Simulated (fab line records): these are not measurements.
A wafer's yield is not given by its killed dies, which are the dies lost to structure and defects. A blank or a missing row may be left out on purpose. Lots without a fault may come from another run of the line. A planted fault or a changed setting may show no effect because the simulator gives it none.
Which of the tools did it? ; flow n5 finfet ; 9 lots, 26 wafers sampled, at 3 steps of a route of 1938

## WHAT THE GAUGES READ, wafer by wafer
N5_WELL_APT_CD_MEAS_08: the cd target is 200 nm.
lot;measured;on;cd nm (nm)
L929;day 1 13:44;cd sem-01;202.3 200.6 200.2
L931;day 2 01:42;cd sem-03;199.9 202.4 198.8
L936;day 3 07:34;cd sem-02;200.4 201.4 200.0
L939;day 4 01:34;cd sem-03;196.7 193.3
L942;day 4 19:49;cd sem-01;199.4 197.8 198.2
L945;day 5 13:49;cd sem-02;199.6 201.6 201.7
L950;day 6 19:50;cd sem-02;200.0 197.4 198.7
L951;day 7 01:34;cd sem-03;200.7 201.2 201.0
L952;day 7 07:44;cd sem-02;198.7 197.5 200.7

## EACH LOT AND THE TOOL THAT RAN IT (in order: tool; ch and the chambers of the sampled wafers; start)
lot;N5_ZERO_LAYER_PECVD_02;N5_WELL_APT_EXPOSE_05
L929;pecvd-01 ch 0,2, day 1 12:17;krf scanner-02 ch 0, day 1 13:34
L931;pecvd-03 ch 0,1, day 2 00:17;krf scanner-01 ch 0, day 2 01:32
L936;pecvd-03 ch 0,1, day 3 06:17;krf scanner-02 ch 0, day 3 07:23
L939;pecvd-03 ch 0,1, day 4 00:17;krf scanner-02 ch 0, day 4 01:23
L942;pecvd-03 ch 0,1,2, day 4 18:17;krf scanner-01 ch 0, day 4 19:39
L945;pecvd-03 ch 0,1, day 5 12:17;krf scanner-01 ch 0, day 5 13:39
L950;pecvd-04 ch 1,2, day 6 18:17;krf scanner-01 ch 0, day 6 19:40
L951;pecvd-01 ch 1,2, day 7 00:17;krf scanner-01 ch 0, day 7 01:23
L952;pecvd-04 ch 0,1,2, day 7 06:17;krf scanner-02 ch 0, day 7 07:34
- N5_ZERO_LAYER_PECVD_02: deposits SiO2 from SiH4/N2O, target thk 10 nm, time 6 s.
- N5_WELL_APT_EXPOSE_05: exposes mask NWELL, defocus 0 nm, target cd 200 nm.

## THE ANSWER, worked out from the rows above alone
Rule: what is usual is taken from the lots themselves. The widest of any qualifying gaps counts: lots, ordered by their means at a reading, are off when they make up no more than a third of the lots, leave a main group of 4 or more, and stand apart from it by 3 or more times the standard deviation of that group's means. Not used: any main group whose means are identical at the precision the tables above print for the reading. Also off: a lot with no number at a reading for which 4 or more lots have one. Any other lot the step has rows for is counted as sound.
Off: L939, at N5_WELL_APT_CD_MEAS_08 (cd nm). Mean 200.0 nm and standard deviation 1 in the main group.
A tool fits if, at a process step before that reading, it ran every lot that is off, and no sound lot after the first of them. Those tools and the gauges at N5_WELL_APT_CD_MEAS_08 are tried in the same way. None of those tried fits.

## WHAT THE SIMULATOR PUT IN
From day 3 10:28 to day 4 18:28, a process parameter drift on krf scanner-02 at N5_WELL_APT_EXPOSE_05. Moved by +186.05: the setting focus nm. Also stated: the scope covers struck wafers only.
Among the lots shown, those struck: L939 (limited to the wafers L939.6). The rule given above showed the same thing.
